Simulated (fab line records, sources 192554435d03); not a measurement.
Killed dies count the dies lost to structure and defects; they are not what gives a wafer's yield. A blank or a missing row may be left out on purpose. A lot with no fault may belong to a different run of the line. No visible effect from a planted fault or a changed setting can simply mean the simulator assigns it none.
Matching of chambers -- flow n5Finfet -- N5_DUMMY_GATE_TRIM_49 on rieSi-02: 4 sister chambers
The step chemistry O2, time 29 s, target cd 14 nm. 8 wafers are shown with their chamber, then 8 later ones without.

WAFERS, EACH WITH ITS CHAMBER
wafer,chamber,throttleValvePct (%),drypumpMotorCurrentA (A)
L078.6,0,8.10,5.6
L081.5,3,8.05,6.4
L084.1,3,8.04,6.4
L084.4,1,7.87,6.3
L088.3,2,8.27,5.6
L088.5,1,7.85,6.4
L088.6,2,8.27,5.6
L089.1,0,8.09,5.5

WAFERS WITH NO CHAMBER GIVEN
wafer,throttleValvePct (%),drypumpMotorCurrentA (A)
L089.2,8.05,6.4
L089.5,8.09,5.5
L094.2,8.08,5.5
L094.3,8.29,5.6
L094.5,8.27,5.6
L096.2,7.84,6.3
L096.3,8.04,6.4
L096.6,8.07,5.6

THE CHAMBER EACH PASSED THROUGH
wafer,from the rows above,in truth
L089.2,3,3
L089.5,0,0
L094.2,0,0
L094.3,2,2
L094.5,2,2
L096.2,1,1
L096.3,3,3
L096.6,0,0
8 of 8 placed correctly. From these rows, 0 cannot be placed. Wrongly placed: 0.
How it was worked out, from the rows above alone: a wafer's distance from a chamber is the root of the sum, over the readings, of the square of ((its reading less the chamber's mean) divided by the reading's scatter). The wafer belongs to the nearest chamber; if the next one is less than 2 further off, it can't be placed. The mean given for a chamber averages the wafers shown for that chamber. The scatter: take each reading less its chamber's mean, square it, sum over the shown wafers, divide by the number of wafers less the number of chambers, and take the root.
